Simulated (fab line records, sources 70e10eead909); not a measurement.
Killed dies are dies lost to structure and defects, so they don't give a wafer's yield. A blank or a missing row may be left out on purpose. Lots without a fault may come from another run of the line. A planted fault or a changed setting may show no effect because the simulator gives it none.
A struck lot beside a sound one | flow nand_harc | 15 steps out of a route of 1302
Sound: wafers L407.1, L407.2, L407.3. Struck: wafer L398.4. (L398.6 of the same lot was not struck and is left out.) The cause comes at the end.
At each step with rows: each side's tool, then ch and its chambers, then its first start. Under that, the readings that differ: sound wafers | struck wafers | difference of the means | sigmas: that difference in standard deviations of wafers without a fault.
alike: readings whose means differ by less than 2 such deviations, and words and numbers that are the same on both sides. not compared: withheld readings, readings that some wafer has no value for, bounds like >300 that may hide the same value, and numbers for which the record gives no deviation and whose values overlap.
The two part at a step that has a row with sigmas, a row that says differs or no value, or rows on one side only. Numbers that don't overlap but have no deviation are shown without sigmas and don't part them. A reading that every wafer of one side lacks parts them only if that side has two wafers or more.

first, 1 step without rows for these wafers: NHARC_P_CONTACT_DESCUM_17 (chemistry O2, time 3 s).
NHARC_P_CONTACT_ETCH_35: etches the open film in CF4, target depth 39 nm, time 65 s.
  sound on rie_diel-08 ch 0,1,3, day 11 23:07; struck on rie_diel-05 ch 0, day 7 21:00
  reading                     | sound          | struck | difference | sigmas
  drypump_motor_current_A (A) | 6.23 6.07 6.23 | 5.39   | -0.79      | -3
  rf_hours_counter_h (h)      | 1.7 1.6 1.5    | 6.0    | +4.4       |
  alike: cf4_flow_sccm, chamber_pressure_mTorr, oes_product_au, rf_vpp_V, showerhead_plenum_p_Torr, throttle_valve_pct
then, 3 steps without rows for these wafers: NHARC_P_CONTACT_ETCH_36 (etches the open film in N2/H2, target depth 260 nm, time 406.25 s); NHARC_P_CONTACT_ETCH_18 (etches the open film in C4F8/O2/Ar, target depth 481 nm, time 240.5 s); NHARC_P_CONTACT_STRIP_37 (strips in C4F8/O2/Ar).
NHARC_P_CONTACT_ETCH_31: etches the open film in CH3F/O2, target depth 30 nm, time 85.7 s.
  sound on rie_diel-08 ch 0,1,3; struck on rie_diel-05 ch 0
  reading                        | sound                | struck | difference | sigmas
  chamber_pressure_mTorr (mTorr) | 24.988 24.982 25.011 | 25.039 | +0.045     | +2
  drypump_motor_current_A (A)    | 6.09 6.24 6.26       | 5.36   | -0.84      | -3
  o2_flow_sccm (sccm)            | 30.12 29.98 29.97    | 30.28  | +0.26      | +3
  rf_hours_counter_h (h)         | 1.9 1.8 1.9          | 6.3    | +4.4       |
  alike: ch3f_flow_sccm, oes_product_au, rf_vpp_V, showerhead_plenum_p_Torr, throttle_valve_pct
NHARC_P_CONTACT_CD_MEAS_19:
  sound on cd_sem-02, day 11 23:53; struck on cd_sem-01, day 7 21:47
  alike: cd_nm
then, 2 steps without rows for these wafers: NHARC_P_CONTACT_STRIP_28 (strips in O2); NHARC_P_CONTACT_STRIP_29 (strips in post etch residue remover, time 1200 s).
NHARC_P_CONTACT_DEGAS_38: time 60 s.
  sound on pvd_sputter-02, day 12 00:36; struck on pvd_sputter-01, day 7 22:34
  alike: heater_power_w
then, 1 step without rows for these wafers: NHARC_P_CONTACT_PRE_CLEAN_39 (time 19.5 s).
NHARC_P_CONTACT_PVD_32: deposits Ti, target thk 5 nm, time 17.7 s.
  sound on pvd_sputter-02; struck on pvd_sputter-01
  alike: throttle_valve_pct
NHARC_P_CONTACT_ALD_22: deposits TiN, target thk 3 nm, pulse time 1 s, ald cycles 150.
  sound on ald_metal-02 ch 1,2,3, day 12 00:51; struck on ald_metal-04 ch 2, day 7 22:46
  reading                    | sound             | struck | difference | sigmas
  ald_cycles                 | 150 150 150       | 73     | -77        |
  precursor_pulse_height_rel | 1.000 0.977 1.022 | 0.945  | -0.055     | -3
  alike: heater_power_w
NHARC_P_CONTACT_CVD_23: deposits W, target thk 200 nm, time 557 s.
  sound on cvd_w-01 ch 0,1; struck on cvd_w-02 ch 1
  alike: heater_power_w, throttle_valve_pct
-- the record jumps here: 18 days lie between the struck wafers' starts before and after (it left off in module P_CONTACT and takes up again in module END, whose first step shown is number 1302 of the route) --
NHARC_END_SORT_01:
  sound on prober-02 ch 0, day 30 17:29; struck on prober-01 ch 0, day 26 09:28
  reading             | sound    | struck | difference | sigmas
  killed_at_periphery | 2 8 3    | 584    | +580       | +99 or more
  killed_dies         | 67 81 66 | 677    | +606       | +30
  alike: killed_at_array, killed_at_other, killed_open, killed_short

WHERE THEY PART
First at NHARC_P_CONTACT_ETCH_35; last, within this record, at NHARC_END_SORT_01.

WHY: what the simulator had put in
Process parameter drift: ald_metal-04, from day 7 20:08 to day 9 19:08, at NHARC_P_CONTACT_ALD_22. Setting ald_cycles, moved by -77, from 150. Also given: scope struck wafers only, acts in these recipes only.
